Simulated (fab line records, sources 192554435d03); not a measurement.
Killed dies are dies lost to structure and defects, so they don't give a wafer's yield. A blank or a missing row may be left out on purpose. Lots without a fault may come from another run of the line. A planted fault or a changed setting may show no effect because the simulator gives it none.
Problem report in the 8D (eight disciplines) form, filled by code | flow n5_finfet | the parts of the form that need people (team, actions taken, sign-off) are left out

1. THE PROBLEM
rf_fwd_power_W at N5_BEOL_M0_TRENCH_ETCH_107 reads a mean of 433.4 W on 6 wafers of 2 lots; wafers without a fault read 348.9 W with a standard deviation of 1.7. That is +50 standard deviations from the usual mean.
The step: etches SiOC in C4F6/O2, target depth 32.8 nm, time 16.4 s.
First seen on wafer L376.1, day 9 14:42, on rie_diel-02. The record holds 24 wafers of 8 lots with a number at this step. Rule for "out", or "out of limits": more than 4 standard deviations from the usual mean. The other wafers with a number count as sound.

2. WHAT IT IS AND WHAT IT IS NOT
question                    | is                     | is not
which readings at this step | rf_fwd_power_W         | oes_product_au, showerhead_plenum_p_Torr, throttle_valve_pct
which lots                  | L376, L378             | L364, L366, L372, L381, L382, L383
which wafers of those lots  | all that have a number | -
read on which tools         | rie_diel-02            | rie_diel-04, rie_diel-05
when                        | from day 9 14:42       | up to then (9 sound wafers); but 9 sound wafers of L381, L382, L383 came after

3. SUSPECTS, AND WHAT RULES EACH OUT
Counting: a tool at a process step up to the reading stays a suspect if it ran every lot that is out and no sound lot after the first of them.
- rie_diel-03 at N5_BEOL_M0_SAQP_STRIP_75 (strips in CF4): ruled out as a lasting fault. Sound lots L383 ran on it after its first lot that is out, L376 (day 9 12:45).
- rie_diel-02 at N5_BEOL_M0_TRENCH_ETCH_107 (etches SiOC in C4F6/O2, target depth 32.8 nm, time 16.4 s): kept. It ran every lot that is out, first L376 (day 9 14:42), and no sound lot after that; its last sound lot up to then is L372 (day 8 23:39). Its own readings are out on those wafers: rf_fwd_power_W.
Left after counting: rie_diel-02 at N5_BEOL_M0_TRENCH_ETCH_107.

4. THE CAUSE (what the simulator had put in)
Process parameter drift: rie_diel-02, from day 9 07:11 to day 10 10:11, at N5_BEOL_M0_TRENCH_ETCH_107. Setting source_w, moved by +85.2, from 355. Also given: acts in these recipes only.
Counting left only this tool.

5. THE CHAIN OF EFFECTS, in route order
Each row: a reading whose mean over the struck wafers that have a number lies more than 3 standard deviations from the usual. Only readings for which the record gives a usual standard deviation are gone through. hours: the time from each lot's start at the first step in this table that gives one to its start at this step, as a median over the lots. sigmas: the change in usual standard deviations.
hours | step                       | reading        | usual   | on struck wafers | change | sigmas
0     | N5_BEOL_M0_TRENCH_ETCH_107 | rf_fwd_power_W | 348.9 W | 433.4            | +84.6  | +50
0     | N5_BEOL_M0_TRENCH_ETCH_107 | rf_vpp_V       | 651 V   | 588              | -63    | -3.5
The process steps in it:
- N5_BEOL_M0_TRENCH_ETCH_107: etches SiOC in C4F6/O2, target depth 32.8 nm, time 16.4 s.
Later measuring or inspecting steps at which every struck wafer that the step has a row for has a number for every such reading, and none has moved that far: N5_BEOL_M4_RC_MEAS_101.

6. WHAT WOULD HAVE CAUGHT IT SOONER
In this record the first reading out of limits was taken at day 9 14:42, 8 hours after the fault began at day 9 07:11.
